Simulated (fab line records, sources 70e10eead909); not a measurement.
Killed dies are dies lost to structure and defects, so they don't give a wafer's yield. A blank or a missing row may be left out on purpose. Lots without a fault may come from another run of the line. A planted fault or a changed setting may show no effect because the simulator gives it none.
Chamber matching | flow nand_harc | NHARC_P_ZERO_WELL_ETCH_63 on rie_si-05: 4 sister chambers
The step etches the open film in HBr/Cl2, target depth 120 nm, time 40.1 s. 14 wafers are shown with their chamber, then 7 later ones without.

WAFERS WITH THEIR CHAMBER
wafer  | chamber | he_backside_leak_sccm (sccm) | oes_product_au (a.u.) | throttle_valve_pct (%)
L745.1 | 1       | 2.51                         | 0.998                 | 26.393
L745.3 | 0       | 3.06                         | 1.009                 | 26.421
L745.5 | 3       | 2.82                         | 0.995                 | 26.417
L748.1 | 0       | 2.93                         | 1.013                 | 26.402
L748.2 | 3       | 2.94                         | 1.004                 | 26.405
L748.3 | 1       | 2.25                         | 0.997                 | 26.408
L750.1 | 0       | 3.06                         | 1.002                 | 26.401
L750.4 | 2       | 2.41                         | 1.015                 | 26.382
L750.6 | 1       | 2.36                         | 0.984                 | 26.419
L751.1 | 3       | 2.72                         | 0.994                 | 26.400
L751.4 | 2       | 2.57                         | 1.018                 | 26.403
L751.6 | 2       | 2.41                         | 1.020                 | 26.404
L753.1 | 3       | 2.75                         | 0.982                 | 26.414
L753.2 | 1       | 2.41                         | 0.988                 | 26.405

SIGNATURES (means of the wafers above)
reading               | chamber 0 | chamber 1 | chamber 2 | chamber 3 | scatter within a chamber
he_backside_leak_sccm | 3.0167    | 2.3825    | 2.4633    | 2.8075    | 0.096
oes_product_au        | 1.00800   | 0.99175   | 1.01767   | 0.99375   | 0.00678
throttle_valve_pct    | 26.40800  | 26.40625  | 26.39633  | 26.40900  | 0.0104
Rule: a wafer's distance from a chamber is the root of the sum, over the readings, of the square of ((its reading less the chamber's mean) divided by the reading's scatter). The wafer belongs to the nearest chamber; if the next one is less than 2 further off, it can't be placed. The scatter: the root of (the sum of the squares of (reading less its chamber's mean) over the shown wafers, divided by (wafers less chambers)).

WAFERS WITHOUT THEIR CHAMBER
wafer  | he_backside_leak_sccm (sccm) | oes_product_au (a.u.) | throttle_valve_pct (%)
L753.3 | 2.25                         | 1.004                 | 26.413
L759.2 | 2.89                         | 1.010                 | 26.419
L759.3 | 2.37                         | 0.982                 | 26.416
L759.5 | 2.69                         | 0.999                 | 26.392
L761.2 | 2.56                         | 1.015                 | 26.425
L761.4 | 2.89                         | 1.002                 | 26.416
L761.5 | 2.93                         | 1.008                 | 26.409

WHICH CHAMBER EACH WENT THROUGH
wafer  | from the rows above               | in truth
L753.3 | can't be placed: 1 or 2           | 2
L759.2 | can't be placed: 0 or 3           | 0
L759.3 | 1                                 | 1
L759.5 | can't be placed: 3 or 1 or 2 or 0 | 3
L761.2 | can't be placed: 2 or 1 or 3      | 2
L761.4 | can't be placed: 3 or 0           | 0
L761.5 | can't be placed: 0 or 3           | 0
Placed correctly: 1 of 7. Can't be placed from these rows: 6 (the true chamber is among the candidates in 6). Placed wrongly: 0.
